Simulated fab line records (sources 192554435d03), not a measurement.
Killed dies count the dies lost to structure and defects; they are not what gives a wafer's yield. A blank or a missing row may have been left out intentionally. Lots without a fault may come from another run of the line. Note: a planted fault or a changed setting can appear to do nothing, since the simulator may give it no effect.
Split-lot trial    flow n5 finfet    route with 1938 steps; 7 lots, 21 wafers read

== ON THE SPLIT ==
At N5_SD_EPI_P_EPI_21 (deposits SiGe:B, time 355 s), the setting time s was moved away from the recipe's 355 s on 12 of the 21 wafers read, by -17.6% to +15.7%. The other wafers ran this setting at the recipe's value.

== FROM THE SPLIT TO THE READING: what the file shows between them, 2 steps ==
- N5_SD_EPI_P_EPI_MEAS_23
- N5_SD_ACTIVATION_LSA_01: time 0.0008 s (also split here: temp c)

== THE READING ==
RS_SD_P in ohm/sq, measured at N5_SD_ACTIVATION_RS_MEAS_03 by four-point-probe. Typical for fault-free wafers on this fab line: 56.2 ohm/sq, with standard deviation 0.9 ohm/sq.

wafer   tool, chamber at the split  time s as run, s  against the recipe  RS_SD_P, ohm/sq  against lot-mates on the recipe
L074.2  epi rpcvd-02, 0             355               recipe              56.8             -
L074.3  epi rpcvd-02, 0             355               recipe              56.5             -
L074.6  epi rpcvd-02, 0             355               recipe              56.5             -
L079.2  epi rpcvd-01, 0             375.4             +5.7%               53.5             -3.1
L079.4  epi rpcvd-01, 0             375.4             +5.7%               53.8             -2.8
L079.6  epi rpcvd-01, 0             355               recipe              56.6             -
L084.2  epi rpcvd-01, 0             378.9             +6.7%               55.2             -2.0
L084.3  epi rpcvd-01, 0             355               recipe              57.2             -
L084.6  epi rpcvd-01, 0             378.9             +6.7%               54.7             -2.5
L089.1  epi rpcvd-01, 0             292.5             -17.6%              63.0             +7.1
L089.2  epi rpcvd-01, 0             355               recipe              55.9             -
L089.6  epi rpcvd-01, 0             292.5             -17.6%              63.8             +7.9
L091.1  epi rpcvd-01, 0             355               recipe              58.3             -
L091.2  epi rpcvd-01, 0             355               recipe              57.7             -
L091.5  epi rpcvd-01, 0             355               recipe              57.9             -
L092.1  epi rpcvd-01, 0             410.8             +15.7%              51.7             no lot-mate on the recipe
L092.3  epi rpcvd-01, 0             410.8             +15.7%              50.4             no lot-mate on the recipe
L092.6  epi rpcvd-01, 0             410.8             +15.7%              50.6             no lot-mate on the recipe
L096.2  epi rpcvd-02, 0             401.8             +13.2%              52.3             no lot-mate on the recipe
L096.4  epi rpcvd-02, 0             401.8             +13.2%              51.9             no lot-mate on the recipe
L096.5  epi rpcvd-02, 0             401.8             +13.2%              52.5             no lot-mate on the recipe

FIT RESULTS
A straight line over all 21 wafers: RS_SD_P changes by -0.373 ohm/sq for each +1% of time s; r = -0.98; the points scatter about the line by 0.73 ohm/sq.
The same after taking each lot's own level away (the mean of its wafers on the recipe; 15 wafers): -0.422 ohm/sq for each +1%; r = -0.99; scatter 0.39 ohm/sq.
That fit puts the effect of the largest move of time s on the reading at 7.4 ohm/sq.
Across the lots, their own levels run from 55.90 to 57.97 ohm/sq, a range of 2.3 times the standard deviation given above.
In other words, the slope is changed by the lot-to-lot level; the two fits disagree.
Check: for one of the wafers moved furthest among these (-17.6%), held out of the fit, the line's prediction against its lot-mates is +7.73 ohm/sq. It came out at +7.1 ohm/sq against them.

== OTHER SPLITS APPLIED TO THESE WAFERS ==
Before the reading, these wafers also passed through other splits. Each is held against what the fit with the lots' levels taken away leaves over:
other split on the same wafers  wafers away from the commonest value  r with RS_SD_P (lot level and that fit taken away)
N5_WELL_APT_COAT_02 spin rpm    6                                     -0.10
N5_FIN_CUT_EXPOSE_05 dose mj    5                                     -0.10
N5_DUMMY_GATE_COAT_28 spin rpm  6                                     -0.01
N5_SD_ACTIVATION_LSA_01 temp c  10                                    -0.76

== THE WHOLE CHAIN: every reading that the file lists as answering this split, in the file's order ==
step                         what it does                  reading                                                                            change (the file's fit)                r (the file's)
N5_SD_EPI_P_EPI_21           deposits SiGe:B, time 355 s   SiGe-B_of_SD_EPI_P_EPI_21.thk nm (the simulator's own value, which no gauge read)  +0.415 nm for each +1% of the setting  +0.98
N5_SD_EPI_P_EPI_MEAS_23                                    thk nm                                                                             withheld for each +1% of the setting   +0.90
N5_SD_ACTIVATION_RS_MEAS_03  measures by four-point-probe  RS_SD_P                                                                            -0.423 for each +1% of the setting     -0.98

== THE FILE'S OWN FIT ==
RS_SD_P changes by -0.423 ohm/sq for each +1% of time s, r = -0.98.
